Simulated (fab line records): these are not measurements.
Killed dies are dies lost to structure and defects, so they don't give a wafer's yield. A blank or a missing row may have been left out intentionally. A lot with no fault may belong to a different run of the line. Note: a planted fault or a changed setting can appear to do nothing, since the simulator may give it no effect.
A struck lot beside a sound one    flow n5 finfet    15 out of 1938 route steps
Sound: wafers L475.1, L475.3, L475.5. Wafers L480.2, L480.4 were the ones struck. At the end, the cause is stated.
Order at every step that has rows: each side's tool, ch and its chambers, its first start. Under that, the readings that differ: sound wafers    struck wafers    difference of the means    sigmas: that difference in standard deviations of wafers without a fault.
alike: readings with means less than 2 such deviations apart, plus words and numbers identical on both sides. not compared: withheld readings, readings lacking a value on some wafer, bounds such as >300 that could conceal the same value, and numbers that have no deviation in the record and whose values overlap.
The two part at a step that has a row with sigmas, a row that says differs or no value, or rows on one side only. Numbers that don't overlap but have no deviation are shown without sigmas and don't part them. Lack of a reading on every wafer of one side parts them only where that side has two or more wafers.

first, 2 steps without rows for these wafers: N5_HKMG_FIN_STRIP_89 (strips SOC in N2/H2, time 20 s); N5_HKMG_FIN_WET_ETCH_87 (etches TiN in SC1, time 154.2 s, target depth 4.7 nm, rinse time 30 s).
N5_HKMG_FIN_STRIP_88: strips in N2/H2, time 360 s.
  sound on plasma asher-02 ch 0,1, day 7 03:20; struck on plasma asher-02 ch 0, day 8 03:47
  alike: drypump motor current A, heater power w, temp c
  not compared: rf hours counter h
N5_HKMG_FIN_NWFM_ALD_20: deposits TiAlC, target thk 2 nm, pulse time 3 s, purge time 2 s.
  sound on ald metal-02 ch 0,1,3, day 7 03:43; struck on ald metal-02 ch 1,3, day 8 04:10
  alike: heater power w, precursor pulse height rel
  not compared: ald cycles
then, 2 steps without rows for these wafers: N5_HKMG_FIN_ALD_71 (deposits TiN, target thk 1 nm, pulse time 1 s, purge time 3 s); N5_HKMG_FIN_COAT_66 (time 60 s, resist thk 300 nm).
N5_HKMG_FIN_ETCH_67: etches SOC in N2/H2, stops on TiN, target depth 388.9 nm.
  sound on rie diel-02 ch 0,2, day 7 04:09; struck on rie diel-06 ch 1,2, day 8 04:36
reading     sound              struck       difference  sigmas
bias w (W)  60.94 61.21 61.12  60.73 60.80  -0.32       -2
  alike: drypump motor current A, oes product au, rf vpp V, showerhead plenum p Torr, throttle valve pct
  not compared: rf hours counter h
then, 3 steps without rows for these wafers: N5_HKMG_FIN_STRIP_90 (strips SOC in N2/H2, time 20 s); N5_HKMG_FIN_WET_ETCH_73 (etches the open film in SC1, time 42.3 s, target depth 1.3 nm, rinse time 30 s); N5_HKMG_FIN_ETCHBACK_68 (etches the open film in Cl2/Ar, stops on HfO2, target depth 0.5 nm).
N5_HKMG_FIN_STRIP_69: strips in N2/H2, time 360 s.
  sound on plasma asher-01 ch 0,1, day 7 04:31; struck on plasma asher-02 ch 0,1, day 8 04:58
  alike: drypump motor current A, heater power w, temp c
  not compared: rf hours counter h
then, 1 step without rows for these wafers: N5_HKMG_FIN_ALD_21 (deposits TiN, target thk 1.5 nm, pulse time 1 s, purge time 3 s).
N5_HKMG_FIN_ALD_72: deposits W, target thk 2 nm, pulse time 1 s, purge time 2 s.
  sound on cvd w-02 ch 0, day 7 05:16; struck on cvd w-01 ch 1, day 8 05:43
reading                                 sound        struck   difference  sigmas
ald cycles                              7 7 7        9 9      +2          
heater power w (W)                      367 377 378  512 514  +139        +3
model.W_of_HKMG_FIN_ALD_72.thk nm (nm)  2 2 2        2.6 2.6  +0.6        
  alike: precursor pulse height rel
N5_HKMG_FIN_W_FILL_22: material W, target thk 60 nm, time 18.2 s.
  sound on cvd w-02 ch 0, day 7 05:19; struck on cvd w-01 ch 1, day 8 05:46
reading             sound        struck   difference  sigmas
heater power w (W)  664 685 677  910 913  +236        +3
  alike: throttle valve pct
-- record jumps: 3 days separate the struck wafers' starts on either side; left off in module HKMG_FIN, taken up again in module BEOL_M4, whose first shown step is the route's number 1111 --
N5_BEOL_M4_RC_MEAS_101:
  sound on prober-01 ch 0, day 10 17:53; struck on prober-01 ch 0, day 11 15:47
  alike: DIBL_N, DIBL_P, IOFF_N, IOFF_P, ION_N, ION_P, SS_N, SS_P, VT_N, VT_P

## WHERE THEY PART
First at N5_HKMG_FIN_ETCH_67; last, within this record, at N5_HKMG_FIN_W_FILL_22. Later steps at which nothing parts them and some readings are alike: N5_BEOL_M4_RC_MEAS_101.

WHY: what the simulator had put in
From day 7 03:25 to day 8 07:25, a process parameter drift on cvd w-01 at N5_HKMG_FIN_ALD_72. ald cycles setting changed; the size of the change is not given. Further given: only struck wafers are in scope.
